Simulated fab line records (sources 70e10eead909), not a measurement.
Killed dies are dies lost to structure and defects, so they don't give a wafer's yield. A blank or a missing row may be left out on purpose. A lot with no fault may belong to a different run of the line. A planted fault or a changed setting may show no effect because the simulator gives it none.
Chamber matching | flow nand-harc | pecvd-03 running NHARC_A_CONTACT_DEP_29: 3 sister chambers
The step deposits SiON, target thk 100 nm. 3 wafers are shown with their chamber, then 12 later ones without.

## WAFERS PAIRED WITH THEIR CHAMBERS
wafer  | chamber | heater-power-w (W)
L088.6 | 1       | 893
L090.2 | 2       | 653
L090.6 | 0       | 897

## WAFERS MISSING THEIR CHAMBER
wafer  | heater-power-w (W)
L093.2 | 771
L093.3 | 636
L093.5 | 621
L092.1 | 600
L092.5 | 907
L092.6 | 606
L094.1 | 688
L094.3 | 793
L094.6 | 777
L097.2 | 684
L097.4 | 906
L097.5 | 930

## WHICH CHAMBER EACH ONE RAN IN
wafer  | from the rows above          | in truth
L093.2 | can't be placed: 2 or 1 or 0 | 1
L093.3 | 2                            | 2
L093.5 | 2                            | 2
L092.1 | 2                            | 2
L092.5 | can't be placed: 0 or 1      | 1
L092.6 | 2                            | 2
L094.1 | 2                            | 2
L094.3 | can't be placed: 1 or 0 or 2 | 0
L094.6 | can't be placed: 1 or 0 or 2 | 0
L097.2 | 2                            | 2
L097.4 | can't be placed: 0 or 1      | 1
L097.5 | can't be placed: 0 or 1      | 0
Correct placement for 6 of the 12. From these rows, 6 cannot be placed; in 6 the true chamber is one of the candidates. Placed wrongly: 0.
How it was worked out, from the rows above alone: a wafer's distance from a chamber is the root of the sum, over the readings, of the square of ((its reading less the chamber's mean) divided by the reading's scatter). If the next closest chamber is less than 2 further off than the closest, the wafer can't be placed; otherwise it belongs to the closest. For every chamber, the mean is computed from those of its wafers that are shown. The scatter: with one shown wafer a chamber, the root of the mean of the squares of how far each hidden wafer lies from its nearest shown one.
